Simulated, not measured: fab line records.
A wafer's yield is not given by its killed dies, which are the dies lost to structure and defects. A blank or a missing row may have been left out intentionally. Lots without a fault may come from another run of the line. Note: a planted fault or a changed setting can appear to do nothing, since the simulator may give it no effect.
fab line records + flow nandHarc
record:
- lots: 12
- wafers: 36
- lastDay: 33
route steps=1302 shown P_GATE@185 END@1302
lots that met no fault: from a run of the same line without faults
startH: hours from the record's opening day to when the first of the lot's shown wafers began + waitH: hours from the lot's prior step to this one + " unchanged from the row above + L1.1+2: a row that stands for several wafers + - no value, or no start given + * or withheld: withheld + < > ~ a bound
route shown NAME@n: names a module that has steps shown in the file, with the first one's number in the route + usual: mean/standard deviation taken from wafers without a fault + same: alike in all rows + chamber/n: place in a boat + sites: each site's reading + _std_site: standard deviation across them + _edge_site: inner sites' mean taken away from outer sites' mean + radiusMm: how far each site lies from the wafer's centre + mask NAME#n: copy n + behind: the tool/chamber that last shaped the wafer + hold: the reason the lot was held/the length of the hold in hours/how it ended + device: the n, p or np transistor that did not switch + end of line: tests run on the same wafers once the route is complete + where a step has no rows: the recipe by itself + killed: at the first sort, the dies lost to defects and structure; wafer yield is something else + map: a wafer's dies, x killed, . not, _ none there
set.NAME: the setting that was run; set.NAME@STEP: the one run at that earlier step + model.NAME: the simulator's own value behind a step, which no gauge read
one table for each step of the route and one row for each wafer, over a sample of lots
services: from which hour (startH, from the record's first day; less than 0 if before it) a tool's chamber was out of use, for how many hours, and why
== steps ==
step: NHARC_P_GATE_CD_MEAS_59
recipe:
- targetCdNm: 720
- landingEnergyEv: 500
usual:
- cdNm: 720.7/1.5
| lot.wafer | tool     | chamber | startH | waitH | cdNm  |
|-----------|----------|---------|--------|-------|-------|
| L167.1    | cdSem-01 | 0       | 107.83 | -     | 721.4 |
| L167.5    | "        | 0       | "      | "     | 721.3 |
| L167.6    | "        | 0       | "      | "     | 721.9 |
| L169.1    | cdSem-01 | 0       | 140.59 | -     | 722.0 |
| L169.3    | "        | 0       | "      | "     | 720.6 |
| L169.5    | "        | 0       | "      | "     | 720.6 |
| L171.2    | cdSem-01 | 0       | 153.66 | -     | 720.1 |
| L171.4    | "        | 0       | "      | "     | 720.5 |
| L171.5    | "        | 0       | "      | "     | 721.1 |
| L173.1    | cdSem-03 | 0       | 167.87 | -     | 721.7 |
| L173.4    | "        | 0       | "      | "     | 721.4 |
| L173.5    | "        | 0       | "      | "     | 723.1 |
| L176.1    | cdSem-02 | 0       | 199.38 | -     | 719.8 |
| L176.4    | "        | 0       | "      | "     | 720.9 |
| L176.5    | "        | 0       | "      | "     | 721.1 |
| L183.2    | cdSem-01 | 0       | 280.26 | -     | 720.9 |
| L183.4    | "        | 0       | "      | "     | 720.6 |
| L183.5    | "        | 0       | "      | "     | 720.9 |
| L184.2    | cdSem-03 | 0       | 282.27 | -     | 717.8 |
| L184.3    | "        | 0       | "      | "     | 719.1 |
| L184.5    | "        | 0       | "      | "     | 718.3 |
| L185.3    | cdSem-01 | 0       | 289.04 | -     | 722.7 |
| L185.5    | "        | 0       | "      | "     | 721.8 |
| L185.6    | "        | 0       | "      | "     | 721.4 |
| L186.1    | cdSem-02 | 0       | 301.35 | -     | 721.7 |
| L186.5    | "        | 0       | "      | "     | 721.5 |
| L186.6    | "        | 0       | "      | "     | 722.0 |
| L187.2    | cdSem-01 | 0       | 306.18 | -     | 722.0 |
| L187.4    | "        | 0       | "      | "     | 722.2 |
| L187.6    | "        | 0       | "      | "     | 722.0 |
| L188.3    | cdSem-01 | 0       | 329.91 | -     | 721.0 |
| L188.5    | "        | 0       | "      | "     | 720.8 |
| L188.6    | "        | 0       | "      | "     | 721.2 |
| L190.2    | cdSem-02 | 0       | 337.07 | -     | 724.3 |
| L190.3    | "        | 0       | "      | "     | 722.3 |
| L190.5    | "        | 0       | "      | "     | 722.5 |
step: NHARC_P_GATE_STRIP_76
recipe:
- powerW: 1500
- tempC: 250
- chemistry: O2
usual:
- drypumpMotorCurrentA: 5.6/0.38
- heaterPowerW: 321/11
| lot.wafer | tool           | chamber | startH | waitH | drypumpMotorCurrentA | heaterPowerW | rfHoursCounterH |
|-----------|----------------|---------|--------|-------|----------------------|--------------|-----------------|
| L167.1    | plasmaAsher-02 | 1       | 108.63 | 0.2   | 5.1                  | 311          | 7               |
| L167.5    | "              | 1       | "      | "     | 5.1                  | 314          | -               |
| L167.6    | "              | 0       | "      | "     | 5.4                  | 338          | -               |
| L169.1    | plasmaAsher-01 | 1       | 141.39 | 0.2   | 5.4                  | 306          | 16              |
| L169.3    | "              | 1       | "      | "     | 5.4                  | 313          | -               |
| L169.5    | "              | 1       | "      | "     | 5.4                  | 318          | -               |
| L171.2    | plasmaAsher-01 | 1       | 154.45 | 0.2   | 5.4                  | 316          | 19              |
| L171.4    | "              | 0       | "      | "     | 6.1                  | 324          | -               |
| L171.5    | "              | 1       | "      | "     | 5.4                  | 308          | -               |
| L173.1    | plasmaAsher-01 | 0       | 168.67 | 0.2   | 6.2                  | 329          | 23              |
| L173.4    | "              | 0       | "      | "     | 6.1                  | 322          | -               |
| L173.5    | "              | 1       | "      | "     | 5.4                  | 303          | -               |
| L176.1    | plasmaAsher-01 | 1       | 200.18 | 0.2   | 5.4                  | 302          | 29              |
| L176.4    | "              | 0       | "      | "     | 6.1                  | 328          | -               |
| L176.5    | "              | 0       | "      | "     | 6.1                  | 333          | -               |
| L183.2    | plasmaAsher-02 | 1       | 281.06 | 0.2   | 5.1                  | 313          | 4               |
| L183.4    | "              | 0       | "      | "     | 5.5                  | 327          | -               |
| L183.5    | "              | 0       | "      | "     | 5.5                  | 328          | -               |
| L184.2    | plasmaAsher-01 | 0       | 283.06 | 0.2   | 6.1                  | 331          | 10              |
| L184.3    | "              | 1       | "      | "     | 5.4                  | 302          | -               |
| L184.5    | "              | 0       | "      | "     | 6.1                  | 327          | -               |
| L185.3    | plasmaAsher-02 | 0       | 289.85 | 0.2   | 5.4                  | 332          | -               |
| L185.5    | "              | 0       | "      | "     | 5.5                  | 333          | -               |
| L185.6    | "              | 1       | "      | "     | 5.1                  | 312          | -               |
| L186.1    | plasmaAsher-01 | 0       | 302.15 | 0.2   | 6.1                  | 331          | 14              |
| L186.5    | "              | 1       | "      | "     | 5.4                  | 305          | -               |
| L186.6    | "              | 0       | "      | "     | 6.1                  | 328          | -               |
| L187.2    | plasmaAsher-02 | 1       | 306.97 | 0.2   | 5.1                  | 302          | 10              |
| L187.4    | "              | 1       | "      | "     | 5.1                  | 312          | -               |
| L187.6    | "              | 0       | "      | "     | 5.5                  | 336          | -               |
| L188.3    | plasmaAsher-01 | 1       | 330.74 | 0.1   | 5.4                  | 313          | -               |
| L188.5    | "              | 0       | "      | "     | 6.1                  | 332          | -               |
| L188.6    | "              | 1       | "      | "     | 5.4                  | 309          | -               |
| L190.2    | plasmaAsher-01 | 1       | 337.88 | 0.2   | 5.4                  | 313          | 21              |
| L190.3    | "              | 0       | "      | "     | 6.2                  | 331          | -               |
| L190.5    | "              | 0       | "      | "     | 6.2                  | 325          | -               |
step: NHARC_P_GATE_EXPOSE_88
recipe:
- na: 0.6
- targetCdNm: 2000
- doseMj: 11.87
- maskId: P_HVN
usual:
- reticleTempC: 23.00/0.12
| lot.wafer | tool          | chamber | startH | waitH | mask    | reticleTempC |
|-----------|---------------|---------|--------|-------|---------|--------------|
| L167.1    | krfScanner-04 | 0       | 109.40 | -     | P_HVN#0 | 23.03        |
| L167.5    | "             | 0       | "      | "     | P_HVN#0 | 23.22        |
| L167.6    | "             | 0       | "      | "     | P_HVN#0 | 23.08        |
| L169.1    | krfScanner-04 | 0       | 142.14 | -     | P_HVN#0 | 23.00        |
| L169.3    | "             | 0       | "      | "     | P_HVN#0 | 23.00        |
| L169.5    | "             | 0       | "      | "     | P_HVN#0 | 22.99        |
| L171.2    | krfScanner-01 | 0       | 155.21 | -     | P_HVN#0 | 23.14        |
| L171.4    | "             | 0       | "      | "     | P_HVN#0 | 22.96        |
| L171.5    | "             | 0       | "      | "     | P_HVN#0 | 23.07        |
| L173.1    | krfScanner-04 | 0       | 169.42 | -     | P_PSD#0 | 23.25        |
| L173.4    | "             | 0       | "      | "     | P_PSD#0 | 23.35        |
| L173.5    | "             | 0       | "      | "     | P_PSD#0 | 23.26        |
| L176.1    | krfScanner-04 | 0       | 200.94 | -     | P_HVN#0 | 22.99        |
| L176.4    | "             | 0       | "      | "     | P_HVN#0 | 22.90        |
| L176.5    | "             | 0       | "      | "     | P_HVN#0 | 22.97        |
| L183.2    | krfScanner-01 | 0       | 281.81 | -     | P_HVN#0 | 23.05        |
| L183.4    | "             | 0       | "      | "     | P_HVN#0 | 22.99        |
| L183.5    | "             | 0       | "      | "     | P_HVN#0 | 22.94        |
| L184.2    | krfScanner-03 | 0       | 283.82 | -     | P_HVN#0 | 22.87        |
| L184.3    | "             | 0       | "      | "     | P_HVN#0 | 22.78        |
| L184.5    | "             | 0       | "      | "     | P_HVN#0 | 23.05        |
| L185.3    | krfScanner-01 | 0       | 290.60 | -     | P_HVN#0 | 22.96        |
| L185.5    | "             | 0       | "      | "     | P_HVN#0 | 22.80        |
| L185.6    | "             | 0       | "      | "     | P_HVN#0 | 22.96        |
| L186.1    | krfScanner-04 | 0       | 302.91 | -     | P_HVN#0 | 22.98        |
| L186.5    | "             | 0       | "      | "     | P_HVN#0 | 22.98        |
| L186.6    | "             | 0       | "      | "     | P_HVN#0 | 22.91        |
| L187.2    | krfScanner-04 | 0       | 307.61 | -     | P_HVN#0 | 22.82        |
| L187.4    | "             | 0       | "      | "     | P_HVN#0 | 23.04        |
| L187.6    | "             | 0       | "      | "     | P_HVN#0 | 22.94        |
| L188.3    | krfScanner-03 | 0       | 331.47 | -     | P_HVN#0 | 23.03        |
| L188.5    | "             | 0       | "      | "     | P_HVN#0 | 23.15        |
| L188.6    | "             | 0       | "      | "     | P_HVN#0 | 22.94        |
| L190.2    | krfScanner-04 | 0       | 338.64 | -     | P_HVN#0 | 22.94        |
| L190.3    | "             | 0       | "      | "     | P_HVN#0 | 22.92        |
| L190.5    | "             | 0       | "      | "     | P_HVN#0 | 23.00        |
step: NHARC_P_GATE_CD_MEAS_91
recipe:
- targetCdNm: 2000
- landingEnergyEv: 500
usual:
- cdNm: 1999.6/1.4
| lot.wafer | tool     | chamber | startH | waitH | cdNm   |
|-----------|----------|---------|--------|-------|--------|
| L167.1    | cdSem-01 | 0       | 109.55 | -     | 1999.8 |
| L167.5    | "        | 0       | "      | "     | 2001.0 |
| L167.6    | "        | 0       | "      | "     | 2001.5 |
| L169.1    | cdSem-03 | 0       | 142.29 | -     | 1998.8 |
| L169.3    | "        | 0       | "      | "     | 2000.5 |
| L169.5    | "        | 0       | "      | "     | 1999.8 |
| L171.2    | cdSem-03 | 0       | 155.37 | -     | 2000.7 |
| L171.4    | "        | 0       | "      | "     | 2000.7 |
| L171.5    | "        | 0       | "      | "     | 2000.7 |
| L173.1    | cdSem-03 | 0       | 169.57 | -     | -      |
| L173.4    | "        | 0       | "      | "     | -      |
| L173.5    | "        | 0       | "      | "     | -      |
| L176.1    | cdSem-03 | 0       | 201.10 | -     | 2001.2 |
| L176.4    | "        | 0       | "      | "     | 2000.5 |
| L176.5    | "        | 0       | "      | "     | 2001.2 |
| L183.2    | cdSem-01 | 0       | 281.96 | -     | 1999.3 |
| L183.4    | "        | 0       | "      | "     | 1999.7 |
| L183.5    | "        | 0       | "      | "     | 1999.3 |
| L184.2    | cdSem-03 | 0       | 283.97 | -     | 1997.3 |
| L184.3    | "        | 0       | "      | "     | 1998.5 |
| L184.5    | "        | 0       | "      | "     | 1997.7 |
| L185.3    | cdSem-03 | 0       | 290.76 | -     | 1998.1 |
| L185.5    | "        | 0       | "      | "     | 1998.5 |
| L185.6    | "        | 0       | "      | "     | 1997.5 |
| L186.1    | cdSem-03 | 0       | 303.06 | -     | 1997.4 |
| L186.5    | "        | 0       | "      | "     | 1997.8 |
| L186.6    | "        | 0       | "      | "     | 1999.3 |
| L187.2    | cdSem-03 | 0       | 307.77 | -     | 2000.0 |
| L187.4    | "        | 0       | "      | "     | 2000.5 |
| L187.6    | "        | 0       | "      | "     | 1999.2 |
| L188.3    | cdSem-02 | 0       | 331.62 | -     | 2002.0 |
| L188.5    | "        | 0       | "      | "     | 2004.2 |
| L188.6    | "        | 0       | "      | "     | 2001.8 |
| L190.2    | cdSem-03 | 0       | 338.80 | -     | 1999.5 |
| L190.3    | "        | 0       | "      | "     | 1999.5 |
| L190.5    | "        | 0       | "      | "     | 2000.0 |
step: NHARC_P_GATE_DESCUM_93
recipe:
- timeS: 3
- o2FlowSccm: 200
- arFlowSccm: 0
- biasPowerW: 0
- chemistry: O2
usual:
- drypumpMotorCurrentA: 5.9/0.56
- oesProductAu: 1.000/0.0068
- rfVppV: 57.7/0.9
- showerheadPlenumPTorr: 1.91/0.075
- throttleValvePct: 11.310/0.0095
| lot.wafer | tool       | chamber | startH | waitH | drypumpMotorCurrentA | oesProductAu | rfHoursCounterH | rfVppV | showerheadPlenumPTorr | throttleValvePct |
|-----------|------------|---------|--------|-------|----------------------|--------------|-----------------|--------|-----------------------|------------------|
| L167.1    | rieDiel-02 | 2       | 109.73 | -     | 6.6                  | 0.997        | 3.5             | 57.2   | 1.94                  | 11.319           |
| L167.6    | "          | 1       | "      | "     | 5.5                  | 1.002        | -               | 57.4   | 1.85                  | 11.295           |
| L167.5    | "          | 2       | "      | "     | 6.6                  | 1.005        | -               | 57.3   | 1.94                  | 11.315           |
| L169.1    | rieDiel-05 | 3       | 142.47 | -     | 6.6                  | 1.005        | 5.1             | 57.6   | 1.87                  | 11.301           |
| L169.3    | "          | 1       | "      | "     | 5.7                  | 0.997        | 6.9             | 59.3   | 1.86                  | 11.297           |
| L169.5    | "          | 3       | "      | "     | 6.6                  | 1.000        | -               | 58.4   | 1.87                  | 11.305           |
| L171.2    | rieDiel-05 | 0       | 155.55 | -     | 4.9                  | 1.013        | 6.1             | 57.7   | 1.84                  | 11.321           |
| L171.4    | "          | 1       | "      | "     | 5.7                  | 0.998        | 7.1             | 57.7   | 1.86                  | 11.327           |
| L171.5    | "          | 3       | "      | "     | 6.6                  | 1.003        | -               | 56.2   | 1.87                  | 11.305           |
| L173.4    | rieDiel-02 | 0       | 169.73 | -     | 5.7                  | 0.993        | 4.7             | 57.0   | 2.02                  | 11.313           |
| L173.1    | "          | 1       | "      | "     | 5.5                  | 0.993        | 5.1             | 58.2   | 1.85                  | 11.317           |
| L173.5    | "          | 1       | "      | "     | 5.5                  | 0.996        | -               | 58.5   | 1.85                  | 11.317           |
| L176.1    | rieDiel-05 | 2       | 201.27 | -     | 5.6                  | 0.993        | 7.2             | 58.4   | 1.97                  | 11.301           |
| L176.4    | "          | 0       | "      | "     | 4.9                  | 0.999        | -               | 57.0   | 1.84                  | 11.320           |
| L176.5    | "          | 2       | "      | "     | 5.6                  | 1.008        | -               | 57.8   | 1.97                  | 11.303           |
| L183.4    | rieDiel-05 | 3       | 282.12 | -     | 6.6                  | 0.994        | 1.9             | 57.6   | 1.87                  | 11.312           |
| L183.2    | "          | 2       | "      | "     | 5.5                  | 1.005        | 2.0             | 59.2   | 1.97                  | 11.294           |
| L183.5    | "          | 3       | "      | "     | 6.6                  | 1.003        | -               | 57.6   | 1.87                  | 11.307           |
| L184.2    | rieDiel-02 | 2       | 284.13 | -     | 6.6                  | 1.008        | 4.6             | 57.2   | 1.94                  | 11.314           |
| L184.3    | "          | 0       | "      | "     | 5.7                  | 0.995        | 4.2             | 59.4   | 2.02                  | 11.305           |
| L184.5    | "          | 0       | "      | "     | 5.6                  | 0.999        | -               | 57.7   | 2.02                  | 11.319           |
| L185.3    | rieDiel-02 | 0       | 290.93 | -     | 5.7                  | 0.994        | 4.5             | 56.6   | 2.02                  | 11.300           |
| L185.6    | "          | 3       | "      | "     | 5.8                  | 0.987        | -               | 58.4   | 2.01                  | 11.313           |
| L185.5    | "          | 0       | "      | "     | 5.7                  | 0.993        | -               | 59.5   | 2.02                  | 11.327           |
| L186.1    | rieDiel-02 | 2       | 303.24 | -     | 6.6                  | 1.012        | 5.2             | 58.0   | 1.94                  | 11.311           |
| L186.5    | "          | 1       | "      | "     | 5.5                  | 1.004        | -               | 57.2   | 1.85                  | 11.325           |
| L186.6    | "          | 2       | "      | "     | 6.6                  | 1.007        | -               | 57.0   | 1.94                  | 11.317           |
| L187.2    | rieDiel-05 | 2       | 307.94 | -     | 5.5                  | 1.018        | 2.7             | 58.1   | 1.97                  | 11.312           |
| L187.4    | "          | 0       | "      | "     | 4.9                  | 0.993        | 2.5             | 57.5   | 1.84                  | 11.306           |
| L187.6    | "          | 1       | "      | "     | 5.7                  | 1.004        | -               | 57.6   | 1.85                  | 11.323           |
| L188.3    | rieDiel-06 | 2       | 331.81 | -     | 6.6                  | 0.997        | 1.5             | 58.1   | 1.79                  | 11.331           |
| L188.6    | "          | 3       | "      | "     | 6.5                  | 0.993        | -               | 55.3   | 1.81                  | 11.302           |
| L188.5    | "          | 0       | "      | "     | 5.8                  | 0.995        | -               | 58.3   | 1.99                  | 11.321           |
| L190.3    | rieDiel-06 | 1       | 338.97 | -     | 5.8                  | 1.001        | 2.1             | 59.7   | 1.95                  | 11.286           |
| L190.2    | "          | 2       | "      | "     | 6.6                  | 1.010        | 2.4             | 57.9   | 1.79                  | 11.323           |
| L190.5    | "          | 0       | "      | "     | 5.8                  | 0.989        | -               | 58.3   | 1.99                  | 11.298           |
step: NHARC_END_SORT_01
recipe:
- tempC: 25
usual:
- killedAtArray: 51/17
- killedAtOther: 1.6/2.1
- killedAtPeriphery: 4/3.2
- killedDies: 57/18
- killedOpen: 2.9/1.7
- killedShort: 2.3/1.3
same:
- grossDies: 677
| lot.wafer | tool      | chamber | startH | waitH | killedAtArray | killedAtOther | killedAtPeriphery | killedDies | killedOpen | killedShort |
|-----------|-----------|---------|--------|-------|---------------|---------------|-------------------|------------|------------|-------------|
| L173.1    | prober-02 | 0       | 627.19 | 2.5   | 36            | 1             | 640               | 677        | 7          | 4           |
| L173.4    | prober-02 | 0       | 629.61 | 3.4   | 28            | 2             | 647               | 677        | 1          | 5           |
| L173.5    | prober-02 | 0       | 630.42 | 3.7   | 31            | 2             | 644               | 677        | 3          | 4           |
killed by level:class
L173.1 P_GATE:areaExpose=635 A_STAIRCASE:chamberFilmFlake=8 A_CHANNEL_HOLE_D2:chamberFilmFlake=7 P_ZERO_WELL:chamberFilmFlake=5 A_WL_FILL:chamberFilmFlake=5 A_ONON_D1:geometricParticle:open=2 A_CHANNEL_HOLE_D1:chamberFilmFlake=2 A_CONTACT:chamberFilmFlake=2
L173.4 P_GATE:areaExpose=647 A_CHANNEL_HOLE_D2:chamberFilmFlake=10 A_WL_FILL:chamberFilmFlake=5 A_CONTACT:chamberFilmFlake=3 A_CHANNEL_HOLE_D1:chamberFilmFlake=2 A_STAIRCASE:chamberFilmFlake=2 A_ONON_D1:geometricParticle:short=1 A_ONON_D2:geometricParticle:short=1
L173.5 P_GATE:areaExpose=642 A_CHANNEL_HOLE_D2:chamberFilmFlake=8 A_WL_FILL:chamberFilmFlake=8 A_STAIRCASE:chamberFilmFlake=6 A_CHANNEL_HOLE_D1:chamberFilmFlake=3 P_CONTACT:geometricParticle:short=2 THIN_TSV:chamberFilmFlake=2 A_CHANNEL_FILL_D1:geometricParticle:short=1
== services ==
| tool           | chamber | startH | hours | kind   |
|----------------|---------|--------|-------|--------|
| krfScanner-03  | -       | 97.16  | 0.5   | repair |
| krfScanner-01  | -       | 99.16  | 4.0   | pm     |
| rieDiel-06     | -       | 108.54 | 1.2   | repair |
| krfScanner-04  | -       | 122.53 | 0.4   | repair |
| rieDiel-05     | 0       | 126.32 | 10.2  | repair |
| krfScanner-03  | -       | 129.69 | 1.5   | repair |
| rieDiel-06     | -       | 130.20 | 9.0   | pm     |
| rieDiel-05     | 2       | 130.34 | 3.2   | repair |
| rieDiel-02     | -       | 131.72 | 13.7  | repair |
| rieDiel-06     | -       | 152.23 | 0.2   | repair |
| krfScanner-04  | -       | 156.11 | 4.0   | repair |
| rieDiel-05     | -       | 157.73 | 2.2   | repair |
| rieDiel-05     | 2       | 185.56 | 11.5  | repair |
| rieDiel-02     | -       | 216.81 | 9.0   | pm     |
| rieDiel-05     | 1       | 225.26 | 9.2   | repair |
| rieDiel-05     | -       | 229.60 | 9.0   | pm     |
| plasmaAsher-01 | -       | 231.80 | 9.0   | pm     |
| krfScanner-04  | -       | 239.18 | 1.4   | repair |
| rieDiel-02     | 2       | 242.07 | 7.0   | repair |
| plasmaAsher-02 | -       | 245.88 | 2.2   | repair |
| plasmaAsher-02 | -       | 249.00 | 9.0   | pm     |
| krfScanner-01  | -       | 254.33 | 0.6   | repair |
| krfScanner-01  | -       | 271.16 | 4.0   | pm     |
| rieDiel-02     | 1       | 283.93 | 7.5   | repair |
== key ==
firstSign:
- step: NHARC_P_GATE_EXPOSE_88
- reading: mask
- direction: changed
effect:
- step: NHARC_P_GATE_CD_MEAS_91
- reading: cdNm
- direction: missing
effect:
- step: NHARC_END_SORT_01
- reading: killedAtPeriphery
- direction: up
- sigmas: 99+
- usual: 4
- struck: 644
moreKillsBornAt:
- NHARC_P_GATE_EXPOSE_88@krfScanner-04: 1924
metAt NHARC_P_GATE_EXPOSE_88
struckLots L173
laterRowsLeftOut L173.1,L173.4,L173.5
testerLeftOut L173
notActingAt NHARC_P_GATE_CD_MEAS_59,NHARC_P_GATE_STRIP_76,NHARC_P_GATE_DESCUM_93
onsetBetween 142.14 169.42
fault:
- kind: wrongMask
- tool: any
- chamber: -
- onsetH: 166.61
- steps: NHARC_P_GATE_EXPOSE_88
- auxCopy: P_PSD#0
- scope: struckLotsOnly
testerLeftOut: of these lots the tester's yield and bins aren't shown, on N5 and GAA mostly nor the transistor test; their killed dies are dies lost to structure and defects alone, not to doping, threshold or leakage, so they don't give the yield
laterRowsLeftOut: the simulator's readings of these wafers behind a module that went badly wrong aren't trusted and aren't shown, but for the sort
